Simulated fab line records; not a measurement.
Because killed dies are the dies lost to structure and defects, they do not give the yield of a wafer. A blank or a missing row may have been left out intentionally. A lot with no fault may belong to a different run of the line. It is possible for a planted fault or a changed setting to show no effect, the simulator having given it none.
fab line records	flow n5-finfet
record lots=7	wafers=21
route steps=1938 shown BEOL_M0_SAQP@638 BEOL_M0_CUTY@701 BEOL_M0@715 BEOL_M1@754 BEOL_M2@857
start-h: hours from the record's opening day to when the first of the lot's shown wafers began	wait-h: how many hours have passed since the lot's step before this one	" identical to the entry in the row above	L1.1+2: a row that stands for several wafers	- no value present, or no start provided	* or withheld: withheld	< > ~ a bound
route shown NAME@n: names a module that has steps shown in the file, with the first one's number in the route	usual: mean/standard deviation taken from wafers without a fault	same: alike in all rows	chamber/n: place in a boat	sites: the reading at each site	_std_site: their standard deviation	_edge_site: the outer-site mean with the inner-site mean subtracted	radius-mm: for every site, how far away it sits from the centre of the wafer	mask NAME#n: copy n	behind: the tool/chamber that last shaped the wafer	hold: the reason the lot was held/the length of the hold in hours/how it ended	device: which transistor (n, p or np) failed to switch	end of line: tests of these same wafers at the route's end	a step given without rows: its recipe and nothing more	killed: at the first sort, the dies lost to defects and structure; wafer yield is something else	map: the dies of a wafer, with x for killed, . for not killed, _ for no die there
set.NAME: the run value of the setting; set.NAME@STEP: its run value at that earlier step	model.NAME: the simulator's own value behind a step, which no gauge read
lots run with intentionally changed settings; tables by step, rows by wafer
## steps
# step N5_BEOL_M0_SAQP_PECVD_04
# recipe material=a-Si	target-thk-a=600	temp-c=350	precursor=SiH4/He	pressure-torr=3	rf-w=100	time-s=60.2
lot.wafer	tool	chamber	start-h	wait-h	set.time-s	model.a-Si_of_BEOL_M0_SAQP_PECVD_04.thk-nm
L077.3	pecvd-01	2	123.69	0.0	68.68	67.8
L077.5	"	0	"	"	60.2	60
L077.6	"	2	"	"	60.2	59.8
L078.1	pecvd-04	1	131.94	0.0	60.2	60.2
L078.2	"	0	"	"	60.2	59.8
L078.3	"	2	"	"	60.2	59.4
L083.4+6	pecvd-02	2	159.63	0.1	66.21	67.2
L083.5	"	1	"	"	60.2	60.4
L086.1	pecvd-02	0	178.67	0.0	60.2	60.2
L086.4	"	2	"	"	60.2	60.6
L086.5	"	1	"	"	60.2	61.2
L087.1	pecvd-02	1	185.75	0.0	55.55	54.8
L087.4	"	2	"	"	60.2	60.8
L087.6	"	1	"	"	55.55	55.2
L088.2	pecvd-04	1	191.54	0.0	60.2	60.2
L088.3	"	0	"	"	60.2	59.6
L088.5	"	1	"	"	60.2	61
L092.2	pecvd-04	2	215.48	0.0	60.2	59
L092.3	"	0	"	"	60.2	58.8
L092.5	"	0	"	"	60.2	60
# step N5_BEOL_M0_SAQP_THK_MEAS_05
# usual thk-nm=59.9/0.73
lot.wafer	tool	chamber	start-h	wait-h	set.time-s@BEOL_M0_SAQP_PECVD_04	thk-nm
L077.3	film-metro-02	-	123.79	0.1	68.68	67.8
L077.5	"	-	"	"	60.2	60.1
L077.6	"	-	"	"	60.2	59.8
L078.1	film-metro-02	-	132.04	0.1	60.2	60.2
L078.2	"	-	"	"	60.2	59.9
L078.3	"	-	"	"	60.2	59.4
L083.4	film-metro-01	-	159.72	0.1	66.21	67.0
L083.5	"	-	"	"	60.2	60.5
L083.6	"	-	"	"	66.21	67.3
L086.1	film-metro-02	-	178.77	0.1	60.2	60.1
L086.4	"	-	"	"	60.2	60.7
L086.5	"	-	"	"	60.2	61.2
L087.1	film-metro-02	-	185.85	0.1	55.55	54.8
L087.4	"	-	"	"	60.2	60.8
L087.6	"	-	"	"	55.55	55.2
L088.2	film-metro-01	-	191.65	0.1	60.2	60.1
L088.3	"	-	"	"	60.2	59.6
L088.5	"	-	"	"	60.2	61.0
L092.2	film-metro-02	-	215.57	0.1	60.2	59.0
L092.3	"	-	"	"	60.2	58.8
L092.5	"	-	"	"	60.2	59.9
# step N5_BEOL_M0_SAQP_HM_DEP_111
# recipe material=SiO2	target-thk-a=120	temp-c=400	precursor=SiH4/N2O	pressure-torr=0.75	rf-w=275	time-s=7.2
# step N5_BEOL_M0_SAQP_COAT_81
# recipe resist=SOC	temp-c=250	time-s=60	spin-rpm=1500	resist-thk-nm=100
# step N5_BEOL_M0_SAQP_HM_OPEN_112
# recipe chemistry=CHF3/O2	target=SiO2	stop-on=a-Si	target-depth-a=120	over-etch-frac=1.25	mask-material=SOC	time-s=13.5	pressure-mtorr=30	source-w=650	bias-w=170	Ar_flow_sccm=200	CHF3_flow_sccm=50	O2_flow_sccm=5	ion-energy-ev=200	ends=end-point
# step N5_BEOL_M0_SAQP_STRIP_113
# recipe chemistry=CHF3/O2	resist=SiARC	rf-frequency-hz=6e+07
# step N5_BEOL_M0_SAQP_MANDREL_ETCH_20
# recipe target-depth-a=600	chemistry=HBr/Cl2	target=a-Si	stop-on=SiNx	bt-time-s=10	mask-material=SOC	over-etch-frac=0.5	time-s=30	pressure-mtorr=10	icp-w=800	bias-w=75	HBr_flow_sccm=150	Cl2_flow_sccm=80	ends=end-point
# usual oes-product-au=0.771/0.013
lot.wafer	tool	chamber	start-h	wait-h	set.time-s@BEOL_M0_SAQP_PECVD_04	oes-product-au	model.etch.depth-nm
L077.3	rie-si-06	2	124.51	0.0	68.68	0.840	67.78
L077.5	"	2	"	"	60.2	0.777	60.05
L077.6	"	3	"	"	60.2	0.768	59.83
L078.1	rie-si-06	3	132.78	0.0	60.2	0.773	60.2
L078.2	"	2	"	"	60.2	0.778	59.9
L078.3	"	1	"	"	60.2	0.755	59.47
L083.4	rie-si-06	2	160.57	0.0	66.21	0.828	67.11
L083.5	"	1	"	"	60.2	0.752	60.47
L083.6	"	0	"	"	66.21	0.828	67.26
L086.1	rie-si-06	0	179.62	0.0	60.2	0.776	60.14
L086.4	"	3	"	"	60.2	0.772	60.63
L086.5	"	2	"	"	60.2	0.787	61.13
L087.1	rie-si-02	0	186.57	0.0	55.55	0.735	54.79
L087.4	"	3	"	"	60.2	0.754	60.84
L087.6	"	2	"	"	55.55	0.738	55.13
L088.2	rie-si-02	1	192.67	0.0	60.2	0.769	60.13
L088.3	"	2	"	"	60.2	0.773	59.61
L088.5	"	2	"	"	60.2	0.782	60.92
L092.2	rie-si-06	1	216.34	0.0	60.2	0.746	58.99
L092.3	"	0	"	"	60.2	0.765	58.73
L092.5	"	0	"	"	60.2	0.766	59.93
# step N5_BEOL_M0_SAQP_STRIP_86
# recipe chemistry=N2/H2	power-w=500	temp-c=40	pressure-mtorr=50	rf-frequency-hz=6e+07	overash-fraction=0.3	bias-power-w=28	h2-frac=0.5	n2-flow-sccm=300	h2-flow-sccm=300
# step N5_BEOL_M0_SAQP_STRIP_115
# recipe chemistry=post-etch-residue-remover	time-s=60	temp-c=25	remover-ph=withheld	remover-water-wt-pct=withheld	remover-fluoride-wt-pct=withheld
# step N5_BEOL_M0_SAQP_RECESS_114
# recipe chemistry=HF/NH3	target=SiO2	target-depth-a=144	afs-cycles=3	temp-c=30	sublimation-temp-c=180	sublimation-time-s=60
# step N5_BEOL_M0_SAQP_SPACER1_ALD_98
# recipe material=SiO2	target-thk-a=128	temp-c=300	ald-precursor-family=BDEAS	ald-co-reactant=O2-plasma	pulse-time-s=1	purge-time-s=2	co-reactant-purge-time-s=2	ald-cycles=138	pressure-torr=2
# step N5_BEOL_M0_SAQP_SPACER1_ETCHBACK_99
# recipe chemistry=CHF3/O2	mode=anisotropic-etchback	target=SiO2	target-depth-a=154	time-s=7.7	pressure-mtorr=30	source-w=650	bias-w=170	Ar_flow_sccm=200	CHF3_flow_sccm=50	O2_flow_sccm=5	ion-energy-ev=200
lot.wafer	tool	chamber	start-h	wait-h	set.time-s@BEOL_M0_SAQP_PECVD_04	model.a-Si_of_BEOL_M0_SAQP_PECVD_04.thk-nm
L077.3	rie-diel-06	1	125.75	0.4	68.68	67.2
L077.5	"	0	"	"	60.2	59.4
L077.6	"	3	"	"	60.2	59.2
L078.1	rie-diel-03	1	133.87	0.3	60.2	59.6
L078.2	"	0	"	"	60.2	59.2
L078.3	"	3	"	"	60.2	58.8
L083.4	rie-diel-06	0	161.66	0.3	66.21	66.4
L083.5	"	3	"	"	60.2	59.8
L083.6	"	0	"	"	66.21	66.6
L086.1	rie-diel-06	3	184.23	0.3	60.2	59.6
L086.4	"	0	"	"	60.2	60
L086.5	"	3	"	"	60.2	60.6
L087.1	rie-diel-05	3	192.79	0.5	55.55	54.2
L087.4	"	3	"	"	60.2	60.2
L087.6	"	2	"	"	55.55	54.6
L088.2	rie-diel-05	2	194.04	0.3	60.2	59.6
L088.3	"	3	"	"	60.2	59
L088.5	"	0	"	"	60.2	60.4
L092.2	rie-diel-06	3	217.43	0.3	60.2	58.4
L092.3	"	0	"	"	60.2	58.2
L092.5	"	0	"	"	60.2	59.4
# step N5_BEOL_M0_SAQP_DESCUM_45
# recipe chemistry=O2	time-s=7	source-power-w=50	bias-power-w=20	pressure-mtorr=20	rf-frequency-hz=2.712e+07	temp-c=40	resist=CAR-EUV	o2-flow-sccm=225
lot.wafer	tool	chamber	start-h	wait-h	set.time-s	model.CAR-EUV_of_BEOL_M0_SAQP_COAT_34.thk-nm
L077.3+6	rie-diel-06	0	128.56	0.0	5.908	26.6
L077.5	"	1	"	"	7	26.2
L078.1+2+3	rie-diel-05	0,2,1	136.90	0.0	7	26.2
L083.4+5	rie-diel-06	0	164.64	0.0	6.191	26.4
L083.6	"	1	"	"	7	26
L086.1+4+5	rie-diel-03	2,0,3	186.80	0.0	7	26.2
L087.1+4	rie-diel-05	3	196.07	0.2	8.17	25.4
L087.6	"	0	"	"	7	26
L088.2+3+5	rie-diel-05	3,0,0	197.05	0.0	6.365	26.4
L092.2	rie-diel-05	3	220.54	0.3	7	26.2
L092.3	"	1	"	"	8.375	25.4
L092.5	"	3	"	"	7	26
# step N5_BEOL_M0_SAQP_ALD_48
# recipe material=SiO2	target-thk-a=200	temp-c=100	ald-precursor-family=BDEAS	ald-co-reactant=O2-plasma	pulse-time-s=1	co-reactant-pulse-time-s=1	purge-time-s=2	co-reactant-purge-time-s=2	ald-cycles=139	pressure-torr=2
lot.wafer	tool	chamber	start-h	wait-h	set.ald-cycles	model.SiO2_of_BEOL_M0_SAQP_ALD_48.thk-nm
L077.3	ald-sin-01	3	129.31	0.5	116	16.6
L077.5	"	2	"	"	139	19.8
L077.6	"	1	"	"	116	16.8
L078.1	ald-sin-01	0	137.19	0.0	139	20
L078.2	"	3	"	"	125	18
L078.3	"	1	"	"	139	19.8
L083.4	ald-sin-03	3	164.92	0.0	152	21.8
L083.5+6	"	3,0	"	"	139	20
L086.1+4	ald-sin-01	0,1	189.23	2.2	139	20
L086.5	"	1	"	"	139	20.2
L087.1+4+6	ald-sin-01	2,1,0	196.50	0.2	139	20
L088.2+3+5	ald-sin-02	1,3,2	197.34	0.0	139	20
L092.2+3+5	ald-sin-01	0,2,3	221.49	0.7	139	20
# step N5_BEOL_M0_SAQP_ETCH_49
# recipe chemistry=CF4/O2	target-depth-a=370	target=SiO2	pressure-mtorr=40	source-w=535	bias-w=49	Ar_flow_sccm=100	cf4-flow-sccm=100	O2_flow_sccm=10	ion-energy-ev=100
lot.wafer	tool	chamber	start-h	wait-h	set.ald-cycles@BEOL_M0_SAQP_ALD_48	model.SiO2_of_BEOL_M0_SAQP_ALD_48.thk-nm
L077.3	rie-diel-05	3	129.83	0.3	116	11.4
L077.5	"	0	"	"	139	14
L077.6	"	3	"	"	116	11.6
L078.1	rie-diel-05	1	137.71	0.3	139	14.4
L078.2	"	2	"	"	125	13
L078.3	"	3	"	"	139	14
L083.4	rie-diel-03	3	165.53	0.4	152	16
L083.5	"	0	"	"	139	15.2
L083.6	"	1	"	"	139	15.4
L086.1+5	rie-diel-05	0,3	189.75	0.3	139	14.6
L086.4	"	0	"	"	139	14.2
L087.1	rie-diel-06	2	197.02	0.3	139	14.4
L087.4	"	1	"	"	139	13.8
L087.6	"	1	"	"	139	13.6
L088.2	rie-diel-03	3	197.86	0.3	139	15
L088.3	"	0	"	"	139	15.4
L088.5	"	0	"	"	139	15.6
L092.2	rie-diel-05	3	222.21	0.5	139	15
L092.3	"	0	"	"	139	14.4
L092.5	"	3	"	"	139	14.6
# step N5_BEOL_M0_SAQP_STRIP_75
# recipe chemistry=CF4	resist=SiARC	power-w=300	bias-power-w=75	pressure-mtorr=50	cf4-flow-sccm=150	rf-frequency-hz=6e+07
lot.wafer	tool	chamber	start-h	wait-h	set.ald-cycles@BEOL_M0_SAQP_ALD_48	model.SiO2_of_BEOL_M0_SAQP_ALD_48.thk-nm
L077.3	rie-diel-05	3	129.93	0.1	116	11.2
L077.5	"	0	"	"	139	13.6
L077.6	"	3	"	"	116	11.4
L078.1	rie-diel-05	1	137.81	0.1	139	14.2
L078.2	"	2	"	"	125	12.8
L078.3	"	3	"	"	139	13.8
L083.4	rie-diel-03	3	165.59	0.0	152	15.8
L083.5+6	"	0,1	"	"	139	15
L086.1+5	rie-diel-05	0,3	189.85	0.1	139	14.4
L086.4	"	0	"	"	139	13.8
L087.1	rie-diel-06	2	197.12	0.1	139	14.2
L087.4	"	1	"	"	139	13.6
L087.6	"	1	"	"	139	13.4
L088.2	rie-diel-03	3	197.96	0.1	139	14.8
L088.3	"	0	"	"	139	15.2
L088.5	"	0	"	"	139	15.4
L092.2	rie-diel-05	3	222.31	0.1	139	14.6
L092.3	"	0	"	"	139	14.2
L092.5	"	3	"	"	139	14.4
# step N5_BEOL_M0_CUTY_COAT_50
# recipe resist=SiARC	temp-c=220	time-s=60	spin-rpm=1500	resist-thk-nm=15
# step N5_BEOL_M0_CUTY_COAT_51
# recipe resist=CAR-ArF-block	spin-rpm=1500	resist-thk-nm=150
# step N5_BEOL_M0_CUTY_DESCUM_61
# recipe chemistry=O2	time-s=7.9	source-power-w=50	bias-power-w=20	pressure-mtorr=20	rf-frequency-hz=2.712e+07	temp-c=40	resist=CAR-ArF-block	o2-flow-sccm=225
# step N5_BEOL_M0_CUTY_ETCH_62
# recipe chemistry=CF4	target=SiARC	mask-material=CAR-ArF-block	time-s=58.5	ion-energy-ev=80	pressure-mtorr=40	source-w=545	bias-w=36	Ar_flow_sccm=100	cf4-flow-sccm=100	ends=cleared
# step N5_BEOL_M0_CUTY_ETCH_63
# recipe chemistry=N2/H2	target=SOC	target-depth-a=827	overetch-a=165	mask-material=SiARC	temp-c=40	ion-energy-ev=200	time-s=124	pressure-mtorr=30	source-w=840	bias-w=150	n2-flow-sccm=200	h2-flow-sccm=200
lot.wafer	tool	chamber	start-h	wait-h	set.ald-cycles@BEOL_M0_SAQP_ALD_48	model.SiO2_of_BEOL_M0_SAQP_ALD_48.thk-nm
L077.3	rie-diel-01	1	130.50	0.0	116	9.4
L077.5	"	2	"	"	139	11.6
L077.6	"	1	"	"	116	9.8
L078.1	rie-diel-02	1	138.38	0.0	139	12
L078.2	"	2	"	"	125	10.8
L078.3	"	0	"	"	139	11.8
L083.4	rie-diel-01	1	166.15	0.0	152	13.4
L083.5	"	0	"	"	139	12.6
L083.6	"	3	"	"	139	12.8
L086.1+5	rie-diel-04	1	190.42	0.0	139	12.2
L086.4	"	2	"	"	139	11.8
L087.1	rie-diel-04	0	197.71	0.0	139	12
L087.4+6	"	1	"	"	139	11.4
L088.2	rie-diel-02	2	198.53	0.0	139	12.4
L088.3+5	"	0	"	"	139	13
L092.2	rie-diel-01	1	223.08	0.0	139	12.4
L092.3	"	2	"	"	139	12
L092.5	"	0	"	"	139	12.2
# step N5_BEOL_M0_CUTY_STRIP_64
# recipe chemistry=N2/H2	temp-c=40	n2-flow-sccm=200	h2-flow-sccm=200	rf-frequency-hz=6e+07
# step N5_BEOL_M0_ETCH_138
# recipe chemistry=CH3F/O2	target-depth-a=120	target=SiCN	time-s=31.6	ion-energy-ev=120	pressure-mtorr=30	source-w=395	bias-w=75	Ar_flow_sccm=150	CH3F_flow_sccm=30	O2_flow_sccm=20	ends=cleared
# step N5_BEOL_M0_HM_OPEN_105
# recipe chemistry=Cl2/BCl3	target-depth-a=120	target=TiN	ion-energy-ev=150	pressure-mtorr=10	icp-w=1000	bias-w=126	Cl2_flow_sccm=53.25	bcl3-flow-sccm=21.75	Ar_flow_sccm=25
lot.wafer	tool	chamber	start-h	wait-h	set.ald-cycles@BEOL_M0_SAQP_ALD_48	model.SiO2_of_BEOL_M0_SAQP_ALD_48.thk-nm
L077.3	rie-metal-03	0	131.83	1.2	116	9
L077.5	"	0	"	"	139	11
L077.6	"	0	"	"	116	9.2
L078.1	rie-metal-03	0	138.60	0.1	139	11.4
L078.2	"	0	"	"	125	10.2
L078.3	"	0	"	"	139	11.2
L083.4	rie-metal-03	0	167.44	1.1	152	12.6
L083.5+6	"	1,0	"	"	139	12
L086.1+5	rie-metal-01	1,0	190.67	0.1	139	11.6
L086.4	"	1	"	"	139	11.2
L087.1	rie-metal-02	1	200.18	2.3	139	11.4
L087.4+6	"	1,0	"	"	139	10.8
L088.2	rie-metal-03	0	200.18	1.5	139	11.8
L088.3	"	0	"	"	139	12.2
L088.5	"	1	"	"	139	12.4
L092.2	rie-metal-03	0	227.97	4.7	139	11.8
L092.3	"	0	"	"	139	11.4
L092.5	"	0	"	"	139	11.6
# step N5_BEOL_M1_HM_DEP_02
# recipe material=TiN	target-thk-a=200	temp-c=25	chamber-pressure-pa=0.49996
lot.wafer	tool	chamber	start-h	wait-h	set.target-thk-a	model.TiN_of_BEOL_M1_HM_DEP_02.thk-nm
L077.3	pvd-sputter-02	-	137.90	1.3	200	19.8
L077.5+6	"	-	"	"	200	20.2
L078.1+2	pvd-sputter-01	-	144.60	1.0	200	19.8
L078.3	"	-	"	"	185.4	18.6
L083.4	pvd-sputter-01	-	172.37	0.2	200	20
L083.5	"	-	"	"	213.3	21.4
L083.6	"	-	"	"	213.3	21.2
L086.1+4+5	pvd-sputter-02	-	194.36	0.2	200	20.2
L087.1	pvd-sputter-03	-	204.90	0.1	222.5	22
L087.4	"	-	"	"	200	20.2
L087.6	"	-	"	"	222.5	22.2
L088.2	pvd-sputter-03	-	205.22	0.3	200	19.8
L088.3+5	"	-	"	"	200	20
L092.2	pvd-sputter-03	-	233.71	1.6	200	19.8
L092.3+5	"	-	"	"	225	22.2
# step N5_BEOL_M1_COAT_61
# recipe resist=SOC	temp-c=250	time-s=60	spin-rpm=1500	resist-thk-nm=60
# step N5_BEOL_M1_COAT_62
# recipe resist=SiARC	temp-c=220	time-s=60	spin-rpm=1500	resist-thk-nm=12
# step N5_BEOL_M1_STRIP_75
# recipe chemistry=N2/H2	temp-c=40	n2-flow-sccm=200	h2-flow-sccm=200	rf-frequency-hz=6e+07
# step N5_BEOL_M1_STRIP_66
# recipe chemistry=CF4	resist=SiARC	power-w=300	bias-power-w=75	pressure-mtorr=50	cf4-flow-sccm=150	rf-frequency-hz=6e+07
# step N5_BEOL_M1_HM_OPEN_17
# recipe chemistry=Cl2/BCl3	target-depth-a=200	overetch-a=60	target=TiN	mask-material=SOC	ion-energy-ev=150	pressure-mtorr=10	icp-w=1000	bias-w=126	Cl2_flow_sccm=53.25	bcl3-flow-sccm=21.75	Ar_flow_sccm=25
lot.wafer	tool	chamber	start-h	wait-h	set.target-thk-a@BEOL_M1_HM_DEP_02	model.etch.depth-nm
L077.3	rie-metal-02	0	138.93	0.1	200	19.88
L077.5	"	0	"	"	200	20.21
L077.6	"	1	"	"	200	20.2
L078.1	rie-metal-02	0	145.54	0.1	200	19.84
L078.2	"	1	"	"	200	19.88
L078.3	"	0	"	"	185.4	18.51
L083.4	rie-metal-02	1	174.01	0.1	200	19.94
L083.5	"	0	"	"	213.3	21.45
L083.6	"	1	"	"	213.3	21.23
L086.1	rie-metal-01	1	195.12	0.0	200	20.21
L086.4+5	"	0,1	"	"	200	20.17
L087.1	rie-metal-01	1	205.66	0.0	222.5	22.01
L087.4	"	0	"	"	200	20.12
L087.6	"	0	"	"	222.5	22.19
L088.2	rie-metal-02	1	205.98	0.0	200	19.8
L088.3+5	"	1,0	"	"	200	19.92
L092.2	rie-metal-02	1	234.68	0.0	200	19.77
L092.3	"	1	"	"	225	22.17
L092.5	"	0	"	"	225	22.13
# step N5_BEOL_M2_DESCUM_16
# recipe chemistry=O2	time-s=7	source-power-w=50	bias-power-w=20	pressure-mtorr=20	rf-frequency-hz=2.712e+07	temp-c=40	resist=CAR-EUV	o2-flow-sccm=225
lot.wafer	tool	chamber	start-h	wait-h	set.time-s	model.CAR-EUV_of_BEOL_M2_COAT_05.thk-nm
L077.3+5	rie-diel-02	1,3	150.77	0.0	5.635	26.8
L077.6	"	2	"	"	7	26
L078.1+2+3	rie-diel-01	0,3,1	152.27	0.1	7	26
L083.4	rie-diel-02	2	185.95	0.1	6.391	26.4
L083.5	"	0	"	"	7	26.2
L083.6	"	1	"	"	7	26
L086.1+4+5	rie-diel-04	3,1,3	208.14	0.0	7	26
L087.1+4	rie-diel-01	0,1	213.51	0.1	5.601	26.6
L087.6	"	0	"	"	7	26
L088.2	rie-diel-01	3	213.74	0.0	7	26
L088.3	"	1	"	"	5.918	26.6
L088.5	"	0	"	"	7	26.2
L092.2	rie-diel-04	0	241.67	0.0	7	26.2
L092.3+5	"	2,3	"	"	7	26
## key
split step=N5_BEOL_M0_SAQP_PECVD_04	setting=time-s	stated=60.2	by=wafer
response step=N5_BEOL_M0_SAQP_PECVD_04	reading=model.a-Si_of_BEOL_M0_SAQP_PECVD_04.thk-nm	change=+0.626	per=1%	r=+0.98
response step=N5_BEOL_M0_SAQP_THK_MEAS_05	reading=thk-nm	change=*	per=1%	r=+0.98
response step=N5_BEOL_M0_SAQP_MANDREL_ETCH_20	reading=oes-product-au	change=+0.00514	per=1%	r=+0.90
response step=N5_BEOL_M0_SAQP_MANDREL_ETCH_20	reading=model.etch.depth-nm	change=+0.623	per=1%	r=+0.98
response step=N5_BEOL_M0_SAQP_SPACER1_ETCHBACK_99	reading=model.a-Si_of_BEOL_M0_SAQP_PECVD_04.thk-nm	change=+0.623	per=1%	r=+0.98
split step=N5_BEOL_M0_SAQP_DESCUM_45	setting=time-s	stated=7	by=wafer
response step=N5_BEOL_M0_SAQP_DESCUM_45	reading=model.CAR-EUV_of_BEOL_M0_SAQP_COAT_34.thk-nm	change=-0.0332	per=1%	r=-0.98
split step=N5_BEOL_M0_SAQP_ALD_48	setting=ald-cycles	stated=139	by=wafer
response step=N5_BEOL_M0_SAQP_ALD_48	reading=model.SiO2_of_BEOL_M0_SAQP_ALD_48.thk-nm	change=+0.189	per=1%	r=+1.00
response step=N5_BEOL_M0_SAQP_ETCH_49	reading=model.SiO2_of_BEOL_M0_SAQP_ALD_48.thk-nm	change=+0.13	per=1%	r=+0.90
response step=N5_BEOL_M0_SAQP_STRIP_75	reading=model.SiO2_of_BEOL_M0_SAQP_ALD_48.thk-nm	change=+0.125	per=1%	r=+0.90
response step=N5_BEOL_M0_CUTY_ETCH_63	reading=model.SiO2_of_BEOL_M0_SAQP_ALD_48.thk-nm	change=+0.11	per=1%	r=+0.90
response step=N5_BEOL_M0_HM_OPEN_105	reading=model.SiO2_of_BEOL_M0_SAQP_ALD_48.thk-nm	change=+0.104	per=1%	r=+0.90
split step=N5_BEOL_M1_HM_DEP_02	setting=target-thk-a	stated=200	by=wafer
response step=N5_BEOL_M1_HM_DEP_02	reading=model.TiN_of_BEOL_M1_HM_DEP_02.thk-nm	change=+0.181	per=1%	r=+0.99
response step=N5_BEOL_M1_HM_OPEN_17	reading=model.etch.depth-nm	change=+0.187	per=1%	r=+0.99
split step=N5_BEOL_M2_DESCUM_16	setting=time-s	stated=7	by=wafer
response step=N5_BEOL_M2_DESCUM_16	reading=model.CAR-EUV_of_BEOL_M2_COAT_05.thk-nm	change=-0.0347	per=1%	r=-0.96
